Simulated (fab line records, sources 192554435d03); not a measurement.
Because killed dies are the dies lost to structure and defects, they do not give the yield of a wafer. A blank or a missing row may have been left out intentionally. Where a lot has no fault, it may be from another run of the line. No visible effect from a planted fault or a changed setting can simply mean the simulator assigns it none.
One fault through the eyes of 2 desks + flow n5 finfet + each desk has only its own numbers; what lay behind them comes last

## DESK OF THE TOOL OWNER: rie diel-02
The tool's own readings at N5_FIN_SAQP_ETCH_57 (etches SiNx in CH3F/O2, target depth 32.5 nm, time 46.4 s): means of the sampled wafers that have a number, for each lot that ran on this tool. If a lot's mean is further than 4 standard deviations from the usual mean, the lot is out of limits and carries the mark OUT (the distance appears in the brackets).
Columns: A = chamber pressure mTorr at N5_FIN_SAQP_ETCH_57, usual 29.997 mTorr; B = drypump motor current A at N5_FIN_SAQP_ETCH_57, usual 5.7 A; C = etch rf on time s at N5_FIN_SAQP_ETCH_57, usual 46.0 s; D = oes product au at N5_FIN_SAQP_ETCH_57, usual 0.66 a.u.; E = rf vpp V at N5_FIN_SAQP_ETCH_57, usual 299.5 V; F = showerhead plenum p Torr at N5_FIN_SAQP_ETCH_57, usual 2.03 Torr; G = throttle valve pct at N5_FIN_SAQP_ETCH_57, usual 16.31 %
| lot  | first seen here | A      | B   | C    | D    | E     | F    | G     |
|------|-----------------|--------|-----|------|------|-------|------|-------|
| L169 | day 3 02:41     | 30.000 | 5.6 | 45.3 | 0.69 | 301.4 | 2.04 | 16.35 |
| L171 | day 3 12:08     | 30.010 | 5.7 | 44.9 | 0.69 | 301.8 | 2.04 | 16.36 |
| L174 | day 4 06:45     | 29.985 | 5.9 | 45.5 | 0.68 | 300.6 | 2.04 | 16.33 |
| L186 | day 7 17:18     | 29.983 | 5.9 | 45.6 | 0.66 | 300.5 | 2.03 | 16.39 |
| L187 | day 7 17:31     | 29.983 | 5.2 | 46.0 | 0.64 | 301.5 | 2.00 | 16.52 |
| L188 | day 7 20:53     | 29.993 | 5.5 | 46.3 | 0.62 | 301.7 | 2.02 | 16.49 |
Finding of this desk: none of the 6 lots has anything out of limits.

## THE DEFECT DESK
Inspection counts along the route, by lot: the mean over sampled wafers that carry a number. If a lot's mean is further than 4 standard deviations from the usual mean, the lot is out of limits and carries the mark OUT (the distance appears in the brackets).
Columns: A = raw defect count at N5_FIN_SAQP_INSPECT_40, usual 221; B = raw defect count at N5_FIN_CUT_INSPECT_10, usual 41
| lot  | first seen here | A              | B             |
|------|-----------------|----------------|---------------|
| L168 | day 2 21:41     | 204            | 37            |
| L169 | day 3 04:50     | 189            | 29            |
| L171 | day 3 14:18     | 1107 (+16) OUT | 956 (+83) OUT |
| L174 | day 4 08:52     | 1143 (+16) OUT | 937 (+81) OUT |
| L179 | day 5 14:19     | 214            | 37            |
| L184 | day 7 10:20     | 224            | 42            |
| L186 | day 7 19:53     | 218            | 38            |
| L187 | day 7 20:07     | 222            | 43            |
| L188 | day 7 23:16     | 212            | 44            |
This desk's verdict: out of limits on L171, L174, starting with L171 at day 3 14:18 (raw defect count at N5_FIN_SAQP_INSPECT_40). L168, L169, L179, L184, L186, L187, L188: within limits.

## TAKEN TOGETHER
The defect desk could have raised an alarm at day 3 14:18, on L171, L174.
The desk of the tool owner found nothing out of limits.
On record at the tool owner's desk: L171, L174, within its limits.
The lots listed all ran N5_FIN_SAQP_ETCH_57 on rie diel-02.

## WHAT THE SIMULATOR HAD INSERTED
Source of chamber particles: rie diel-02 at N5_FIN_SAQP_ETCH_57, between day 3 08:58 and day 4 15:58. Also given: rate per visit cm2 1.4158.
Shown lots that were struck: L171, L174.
Hours from the fault's start to each desk's first reading out of limits: the defect desk, 5.
